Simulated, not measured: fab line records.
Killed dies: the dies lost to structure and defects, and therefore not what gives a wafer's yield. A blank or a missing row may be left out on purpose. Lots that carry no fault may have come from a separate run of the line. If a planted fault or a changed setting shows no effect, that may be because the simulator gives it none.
What tool caused it? -- flow nand_harc -- 39 wafers from 13 lots sampled at 5 of the route's 1302 steps

## WHAT THE GAUGES READ, wafer by wafer
NHARC_END_SORT_01. Usual: killed_at_array 52, standard deviation 17; killed_at_other 1.2, standard deviation 1.4; killed_at_periphery 4.7, standard deviation 2.9; killed_dies 58, standard deviation 17; killed_open 3.2, standard deviation 1.9; killed_short 2.4, standard deviation 1.4.
lot,measured,on,killed_at_array,killed_at_other,killed_at_periphery,killed_dies,killed_open,killed_short,flag
L153,day 23 21:10,prober-02,67 69 63,0 0 2,7 6 2,74 75 67,3 1 2,2 1 1,
L154,day 24 18:31,prober-01,37 36 35,1 1 0,3 0 2,41 37 37,4 4 4,4 4 3,
L157,day 25 07:42,prober-01,63 61 56,0 2 3,7 2 4,70 65 63,5 2 5,1 2 0,
L158,day 27 01:40,prober-02,33 46 33,0 0 0,3 5 6,36 51 39,3 0 3,2 2 2,
L160,day 27 05:46,prober-01,49 51 31,2 2 1,11 4 8,62 57 40,9 5 2,5 3 5,
L163,day 28 07:35,prober-01,51 39 67,3 2 0,9 9 11,63 50 78,3 3 7,1 3 4,
L165,day 28 20:31,prober-02,40 41 42,2 0 0,3 2 5,45 43 47,2 3 1,3 2 2,
L167,day 30 01:56,prober-02,28 31 40,0 1 0,2 7 4,30 39 44,3 7 4,3 2 5,
L168,day 30 01:58,prober-01,75 139 140,0 0 2,2 1 0,77 140 142,5 4 0,3 1 5,OFF
L166,day 30 11:25,prober-01,112 86 127,1 1 0,2 3 3,115 90 130,1 3 6,1 2 3,OFF
L174,day 33 05:41,prober-02,45 39 27,0 2 5,2 8 2,47 49 34,1 6 1,1 3 1,
L175,day 33 12:10,prober-01,38 53 47,0 3 3,6 7 3,44 63 53,2 2 6,4 3 3,
L176,day 33 21:40,prober-01,43 37 50,0 0 0,3 3 2,46 40 52,4 2 2,3 1 1,

## EACH LOT AND THE TOOL THAT RAN IT (in order: tool; ch and the chambers of the sampled wafers; start)
lot,NHARC_A_STAIRCASE_ETCH_27,NHARC_THIN_TSV_PVD_51,NHARC_THIN_TSV_CMP_21,NHARC_THIN_TSV_DESCUM_35
L153,"rie_diel-05 ch 0,2,3, day 15 12:53","pvd_sputter-01, day 23 11:35 or earlier","cmp-04 ch 0,3, day 23 11:35","rie_diel-09 ch 0,2,3, day 23 13:24"
L154,"rie_diel-10 ch 0,2, day 16 04:40","pvd_sputter-01, day 24 05:20 or earlier","cmp-02 ch 0,1, day 24 05:20","rie_diel-03 ch 0,1,2, day 24 07:10"
L157,"rie_diel-05 ch 1,2,3, day 16 21:16","pvd_sputter-01, day 24 18:49 or earlier","cmp-04 ch 0,2,3, day 24 18:49","rie_diel-03 ch 0,2, day 24 20:27"
L158,"rie_diel-04 ch 1,2,3, day 17 21:01","pvd_sputter-03, day 26 12:56 or earlier","cmp-04 ch 0,1,2, day 26 12:56","rie_diel-01 ch 0,1,3, day 26 14:34"
L160,"rie_diel-10 ch 0,2, day 18 08:30","pvd_sputter-01, day 26 17:36 or earlier","cmp-04 ch 0,1,2, day 26 17:36","rie_diel-09 ch 1,3, day 26 19:11"
L163,"rie_diel-04 ch 0,2, day 19 20:40","pvd_sputter-03, day 27 20:56 or earlier","cmp-03 ch 0,1,3, day 27 20:56","rie_diel-01 ch 0,1,3, day 27 22:41"
L165,"rie_diel-05 ch 0,2,3, day 20 03:42","pvd_sputter-02, day 28 08:10 or earlier","cmp-04 ch 0,1,3, day 28 08:10","rie_diel-01 ch 0,1,2, day 28 09:55"
L167,"rie_diel-10 ch 1,2,3, day 21 14:40","pvd_sputter-01, day 29 16:26 or earlier","cmp-03 ch 2,3, day 29 16:26","rie_diel-03 ch 0,2,3, day 29 18:05"
L168,"rie_diel-10 ch 0,3, day 21 14:57","pvd_sputter-03, day 29 15:13 or earlier","cmp-04 ch 1,2, day 29 15:13","rie_diel-09 ch 0,2, day 29 16:58"
L166,"rie_diel-10 ch 2,3, day 21 17:16","pvd_sputter-01, day 29 22:30 or earlier","cmp-02 ch 0,3, day 29 22:30","rie_diel-09 ch 0,3, day 30 00:16"
L174,"rie_diel-05 ch 1,2, day 24 04:15","pvd_sputter-01, day 32 16:47 or earlier","cmp-02 ch 0,2,3, day 32 16:47","rie_diel-01 ch 0,2, day 32 18:31"
L175,"rie_diel-04 ch 1,2,3, day 24 23:18","pvd_sputter-03, day 32 23:59 or earlier","cmp-03 ch 0,1, day 32 23:59","rie_diel-03 ch 0,3, day 33 01:45"
L176,"rie_diel-04 ch 0,2, day 25 09:30","pvd_sputter-02, day 33 11:05 or earlier","cmp-02 ch 0,2,3, day 33 11:05","rie_diel-09 ch 1,2,3, day 33 12:42"
- NHARC_A_STAIRCASE_ETCH_27: etches the open film in C4F8/O2, target depth 100 nm, time 40.5 s.
- NHARC_THIN_TSV_PVD_51: deposits Cu, target thk 100 nm.
- NHARC_THIN_TSV_CMP_21: polishes, t overpolish 30 s, target thk 2000 nm.
- NHARC_THIN_TSV_DESCUM_35: chemistry O2, time 3 s.

## WHAT THE TOOLS THEMSELVES READ (means of the sampled wafers that have a number; where no wafer has one, the mark that the record gives instead)
NHARC_A_STAIRCASE_ETCH_27. Usual: oes_product_au 0.947 a.u., standard deviation 0.017; rf_vpp_V 894 V, standard deviation 5.7.
lot,tool,oes_product_au (a.u.),rf_vpp_V (V),flag
L153,rie_diel-05,0.944,900,
L154,rie_diel-10,0.939,886,
L157,rie_diel-05,0.938,897,
L158,rie_diel-04,0.952,896,
L160,rie_diel-10,0.932,888,
L163,rie_diel-04,0.941,888,
L165,rie_diel-05,0.951,899,
L167,rie_diel-10,0.942,894,
L168,rie_diel-10,0.937,890,
L166,rie_diel-10,0.955,889,
L174,rie_diel-05,0.953,893,
L175,rie_diel-04,0.945,894,
L176,rie_diel-04,0.939,887,

NHARC_THIN_TSV_PVD_51. Usual: throttle_valve_pct at 30.1 %, with a standard deviation of 0.93.
lot,tool,throttle_valve_pct (%),flag
L153,pvd_sputter-01,30.8,
L154,pvd_sputter-01,29.8,
L157,pvd_sputter-01,30.7,
L158,pvd_sputter-03,29.1,
L160,pvd_sputter-01,30.6,
L163,pvd_sputter-03,29.6,
L165,pvd_sputter-02,30.8,
L167,pvd_sputter-01,30.2,
L168,pvd_sputter-03,29.1,
L166,pvd_sputter-01,30.2,
L174,pvd_sputter-01,30.7,
L175,pvd_sputter-03,29.8,
L176,pvd_sputter-02,30.6,

NHARC_THIN_TSV_CMP_21. Usual: motor_current_A 11.6 A, standard deviation 1.1; overpolish_run_s 29.998 s, standard deviation 0.0088.
lot,tool,motor_current_A (A),overpolish_run_s (s),flag
L153,cmp-04,10.6,29.998,
L154,cmp-02,12.5,29.998,
L157,cmp-04,10.7,30.006,
L158,cmp-04,11.9,29.994,
L160,cmp-04,12.0,29.990,
L163,cmp-03,11.7,29.996,
L165,cmp-04,10.9,30.002,
L167,cmp-03,10.9,29.996,
L168,cmp-04,12.5,30.003,
L166,cmp-02,11.9,29.998,
L174,cmp-02,12.4,30.001,
L175,cmp-03,11.7,29.997,
L176,cmp-02,12.0,29.987,

NHARC_THIN_TSV_DESCUM_35. Usual: drypump_motor_current_A 5.5 A, standard deviation 0.48; mfc_ar_sccm 0.007 sccm, standard deviation 0.011; oes_product_au 1.004 a.u., standard deviation 0.011; rf_vpp_V 57.8 V, standard deviation 0.9; showerhead_plenum_p_Torr 1.90 Torr, standard deviation 0.076; throttle_valve_pct 11.311 %, standard deviation 0.0093.
lot,tool,drypump_motor_current_A (A),mfc_ar_sccm (sccm),oes_product_au (a.u.),rf_vpp_V (V),showerhead_plenum_p_Torr (Torr),throttle_valve_pct (%),flag
L153,rie_diel-09,5.7,0.004,1.005,58.5,1.92,11.316,
L154,rie_diel-03,5.3,0.016,1.005,57.9,1.85,11.312,
L157,rie_diel-03,5.1,0.006,0.995,57.3,1.83,11.309,
L158,rie_diel-01,5.1,0.000,1.006,57.7,1.91,11.314,
L160,rie_diel-09,6.1,0.000,1.008,57.9,1.99,11.304,
L163,rie_diel-01,5.2,0.000,1.010,57.6,1.90,11.316,
L165,rie_diel-01,5.5,0.000,0.999,57.6,1.90,11.314,
L167,rie_diel-03,5.2,0.016,1.014,57.3,1.85,11.315,
L168,rie_diel-09,5.2,0.004,1.000,57.9,1.90,11.316,
L166,rie_diel-09,5.7,0.001,1.002,57.3,1.99,11.320,
L174,rie_diel-01,5.2,0.000,0.998,57.1,1.92,11.308,
L175,rie_diel-03,5.3,0.027,1.012,57.4,1.87,11.310,
L176,rie_diel-09,6.1,0.003,1.003,57.6,1.91,11.311,

## THE ANSWER, worked out from the rows above alone
Rule: take the mean of a lot's wafers that have a number; if it is more than 3 standard deviations from the usual mean, the lot is off. A lot without any number at a reading at which 4 lots or more have one is off too. All remaining lots with rows at the step are treated as sound. After the gauges, taken in route order, come the tools' own readings; for these a lot's mean is taken, as printed above. The first step at which some lot is off is used, and at that step the reading that is off furthest; a lot without a number counts as furthest.
Off: L168, L166 (NHARC_END_SORT_01, killed_at_array).
A tool fits if, at a process step before that reading, it ran every lot that is off, and no sound lot after the first of them. The gauges at NHARC_END_SORT_01 are tried like those tools. NHARC_THIN_TSV_PVD_51: start missing for some lots; hours and lot order therefore follow NHARC_THIN_TSV_CMP_21. One fits: NHARC_A_STAIRCASE_ETCH_27 on rie_diel-10. Its last sound lot is L167 (day 21 14:40), its first lot that is off L168 (day 21 14:57): a fault that began between those two fits.

## WHAT THE SIMULATOR HAD INSERTED
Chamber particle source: rie_diel-10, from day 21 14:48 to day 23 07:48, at NHARC_A_STAIRCASE_ETCH_27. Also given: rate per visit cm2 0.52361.
Shown lots that were struck: L168, L166. The rule above found the same.
